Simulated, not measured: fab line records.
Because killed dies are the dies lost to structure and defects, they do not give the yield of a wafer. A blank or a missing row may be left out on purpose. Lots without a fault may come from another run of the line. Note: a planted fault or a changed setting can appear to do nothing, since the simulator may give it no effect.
Which tool did it?    flow nand-harc    6 lots with 18 wafers sampled at 3 steps, on a route of 1159 steps

WHAT EACH GAUGE READ, for each wafer
NHARC_P_GATE_CD_MEAS_26 targets a cd of 120 nm.
lot   measured      on         cd-nm (nm)
L451  day 5 07:14   cd-sem-02  120.1 120.8 120.2
L458  day 7 02:19   cd-sem-03  112.7 112.5 111.7
L460  day 8 00:01   cd-sem-01  120.5 119.7 119.9
L468  day 9 13:52   cd-sem-03  119.8 119.9 120.5
L470  day 10 04:39  cd-sem-02  120.5 120.9 120.3
L472  day 10 11:40  cd-sem-02  120.6 120.4 120.1

WHICH TOOL RAN EACH LOT (tool, then ch and the chambers of the sampled wafers, then the start)
lot   NHARC_P_ZERO_WELL_RTA_42         NHARC_P_GATE_EXPOSE_23
L451  rtp-anneal-01 ch 0, day 2 07:07  arfi-scanner-02 ch 0, day 5 07:05
L458  rtp-anneal-02 ch 0, day 4 00:47  arfi-scanner-02 ch 0, day 7 02:10
L460  rtp-anneal-02 ch 0, day 4 12:56  arfi-scanner-03 ch 0, day 7 23:52
L468  rtp-anneal-02 ch 0, day 6 12:50  arfi-scanner-03 ch 0, day 9 13:44
L470  rtp-anneal-01 ch 0, day 7 01:14  arfi-scanner-03 ch 0, day 10 04:31
L472  rtp-anneal-02 ch 0, day 7 13:16  arfi-scanner-02 ch 0, day 10 11:32
- NHARC_P_ZERO_WELL_RTA_42: time 300 s.
- NHARC_P_GATE_EXPOSE_23: exposes mask P GATE, target cd 120 nm.

THE ANSWER, worked out from the rows above alone
Rule: usual is defined by the lots themselves. The widest of any qualifying gaps counts: lots, ordered by their means at a reading, are off when they make up no more than a third of the lots, leave a main group of 4 or more, and stand apart from it by 3 or more times the standard deviation of that group's means. A main group is skipped when, at the precision printed for the reading in the tables above, its means are all equal. A lot without any number at a reading at which 4 lots or more have one is off too. Any other lot the step has rows for is counted as sound.
Off: L458 (NHARC_P_GATE_CD_MEAS_26, cd-nm). For the main group the mean is 120.3 nm and the standard deviation 0.2.
If a tool, at a process step before that reading, ran all the lots that are off and no sound lot after the first of them, it fits. Gauges at NHARC_P_GATE_CD_MEAS_26: tried the same way as those tools. Of those tried, none fits.

WHAT WAS PUT IN BY THE SIMULATOR
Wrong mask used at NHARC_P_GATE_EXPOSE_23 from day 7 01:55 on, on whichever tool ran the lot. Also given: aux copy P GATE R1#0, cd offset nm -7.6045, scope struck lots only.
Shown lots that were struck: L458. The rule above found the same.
